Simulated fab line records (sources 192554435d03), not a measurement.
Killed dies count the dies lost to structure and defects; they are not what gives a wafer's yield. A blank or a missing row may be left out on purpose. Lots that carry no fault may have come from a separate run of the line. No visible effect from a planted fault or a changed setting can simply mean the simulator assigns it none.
Matching of chambers    flow n5Finfet    rieDiel-06 running N5_BEOL_M12_DESCUM_15: 4 sister chambers
The step chemistry O2, time 7.9 s. 16 wafers are shown with their chamber, then 8 later ones without.

== WAFERS PAIRED WITH THEIR CHAMBERS ==
wafer   chamber  showerheadPlenumPTorr (Torr)  throttleValvePct (%)  oesProductAu (a.u.)
L075.2  3        2.18                          20.10                 0.82
L075.3  1        2.04                          20.53                 0.76
L075.6  0        2.22                          20.13                 0.82
L074.1  1        2.03                          20.54                 0.76
L074.2  2        2.12                          19.98                 0.84
L074.6  1        2.03                          20.54                 0.76
L076.1  2        2.12                          19.97                 0.85
L076.3  0        2.22                          20.15                 0.82
L076.4  1        2.03                          20.55                 0.76
L080.1  2        2.12                          19.99                 0.83
L080.2  3        2.18                          20.10                 0.80
L080.6  0        2.22                          20.17                 0.81
L079.1  1        2.03                          20.55                 0.75
L079.5  2        2.12                          20.00                 0.84
L079.6  1        2.03                          20.55                 0.76
L090.2  3        2.17                          20.15                 0.79

SIGNATURES (means of the wafers above)
reading                chamber 0  chamber 1  chamber 2  chamber 3  scatter within a chamber
showerheadPlenumPTorr  2.2200     2.0317     2.1200     2.1767     0.00354
throttleValvePct       20.1500    20.5433    19.9850    20.1167    0.0166
oesProductAu           0.8167     0.7583     0.8400     0.8033     0.00825
Rule: for each reading, subtract the chamber's mean from the wafer's reading, divide by that reading's scatter and square the result; add these up over the readings and take the root, which gives the wafer's distance from the chamber. If the next closest chamber is less than 2 further off than the closest, the wafer can't be placed; otherwise it belongs to the closest. How the scatter is found: for the shown wafers, subtract from each reading the mean of its chamber, square and add these, divide the total by (wafers less chambers), then take the root.

== WAFERS WITH NO CHAMBER GIVEN ==
wafer   showerheadPlenumPTorr (Torr)  throttleValvePct (%)  oesProductAu (a.u.)
L090.5  2.21                          20.21                 0.78
L090.6  2.02                          20.60                 0.73
L095.4  2.02                          20.60                 0.72
L095.5  2.11                          20.06                 0.79
L095.6  2.02                          20.62                 0.72
L094.2  2.02                          20.59                 0.73
L094.3  2.21                          20.22                 0.77
L094.5  2.02                          20.62                 0.72

== THE CHAMBER EACH PASSED THROUGH ==
wafer   from the rows above  in truth
L090.5  0                    0
L090.6  1                    1
L095.4  1                    1
L095.5  2                    2
L095.6  1                    1
L094.2  1                    1
L094.3  0                    0
L094.5  1                    1
Placed correctly: 8 of 8. Number that these rows cannot place: 0. Number placed wrongly: 0.
